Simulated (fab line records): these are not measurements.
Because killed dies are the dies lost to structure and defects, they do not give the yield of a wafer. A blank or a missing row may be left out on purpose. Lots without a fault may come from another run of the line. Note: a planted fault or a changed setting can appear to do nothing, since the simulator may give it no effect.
Chamber matching -- flow nand harc -- cmp-03 running NHARC_P_M2_CMP_23: 4 sister chambers
The step polishes, t overpolish 20 s, target thk 144.3 nm. 14 wafers are shown with their chamber, then 7 later ones without.

== WAFERS WITH THEIR CHAMBER ==
wafer,chamber,motor current A (A),time to endpoint s (s),slurry filter dp kPa (kPa)
L075.1,0,15.2,24,13.52
L075.2,2,11.5,26,13.73
L075.3,1,14.2,25,13.74
L081.3,0,14.9,25,13.64
L081.4,3,12.7,27,13.50
L081.6,0,15.8,27,13.10
L082.1,1,13.7,27,13.72
L082.2,2,11.7,24,13.54
L082.5,3,12.5,27,13.57
L083.1,0,14.9,26,13.40
L083.2,2,11.3,25,13.46
L083.5,2,12.0,26,13.64
L084.1,2,12.0,25,13.75
L084.5,1,14.0,27,13.41

SIGNATURES (means of the wafers above)
reading,chamber 0,chamber 1,chamber 2,chamber 3,scatter within a chamber
motor current A,15.200,13.967,11.700,12.600,0.327
time to endpoint s,25.50,26.33,25.20,27.00,1.02
slurry filter dp kPa,13.4150,13.6233,13.6240,13.5350,0.171
Rule: a wafer lies at a distance from a chamber equal to the root of the sum of squares, over the readings, of (its reading less the chamber's mean, divided by the reading's scatter). The wafer belongs to the nearest chamber; if the next one is less than 2 further off, it can't be placed. The scatter: the root of (the sum of the squares of (reading less its chamber's mean) over the shown wafers, divided by (wafers less chambers)).

== WAFERS WITH NO CHAMBER GIVEN ==
wafer,motor current A (A),time to endpoint s (s),slurry filter dp kPa (kPa)
L084.6,11.4,25,13.47
L088.1,13.3,28,13.65
L088.2,15.1,25,13.54
L088.4,12.8,28,13.59
L093.1,11.8,29,13.35
L093.3,12.2,27,13.55
L093.4,15.4,26,13.56

== WHICH CHAMBER EACH WENT THROUGH ==
wafer,from the rows above,in truth
L084.6,2,2
L088.1,can't be placed: 3 or 1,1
L088.2,0,0
L088.4,3,3
L093.1,can't be placed: 3 or 2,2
L093.3,can't be placed: 3 or 2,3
L093.4,0,0
4 of 7 placed correctly. Cannot be placed on the basis of these rows: 3; the candidates contain the true chamber in 3. Number placed wrongly: 0.
